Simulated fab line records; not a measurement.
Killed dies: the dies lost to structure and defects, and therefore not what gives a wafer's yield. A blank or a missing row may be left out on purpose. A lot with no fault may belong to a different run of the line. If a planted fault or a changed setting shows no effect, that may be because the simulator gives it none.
Matching of chambers    flow n5Finfet    N5_BEOL_M6_CURE_75 on uvCure-01: 3 sister chambers
The step cures SiCOH lowk, time 120 s. 3 wafers are shown with their chamber, then 8 later ones without.

WAFERS PAIRED WITH THEIR CHAMBERS
wafer   chamber  wafer_temp_C_max
L897.6  0        371.8
L901.6  2        372.1
L909.2  1        370.4

WAFERS WITHOUT THEIR CHAMBER
wafer   wafer_temp_C_max
L909.4  371.3
L909.5  370.9
L913.2  371.8
L913.3  372.3
L913.5  372.6
L914.2  372.7
L914.4  372.8
L914.6  372.6

CHAMBER TAKEN BY EACH
wafer   from the rows above           in truth
L909.4  can't be placed: 0 or 2 or 1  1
L909.5  can't be placed: 1 or 0 or 2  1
L913.2  can't be placed: 0 or 2       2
L913.3  can't be placed: 2 or 0       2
L913.5  can't be placed: 2 or 0       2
L914.2  can't be placed: 2 or 0       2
L914.4  can't be placed: 2 or 0       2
L914.6  can't be placed: 2 or 0       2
Correctly placed: 0 of 8. Unplaceable from these rows: 8, with the true chamber sitting among the candidates in 8. Number placed wrongly: 0.
How it was worked out, from the rows above alone: a wafer's distance from a chamber is the root of the sum, over the readings, of the square of ((its reading less the chamber's mean) divided by the reading's scatter). The wafer belongs to the nearest chamber; if the next one is less than 2 further off, it can't be placed. For every chamber, the mean is computed from those of its wafers that are shown. The scatter (one wafer shown for each chamber): square how far every hidden wafer sits from the nearest shown wafer, average those squares and take the square root.
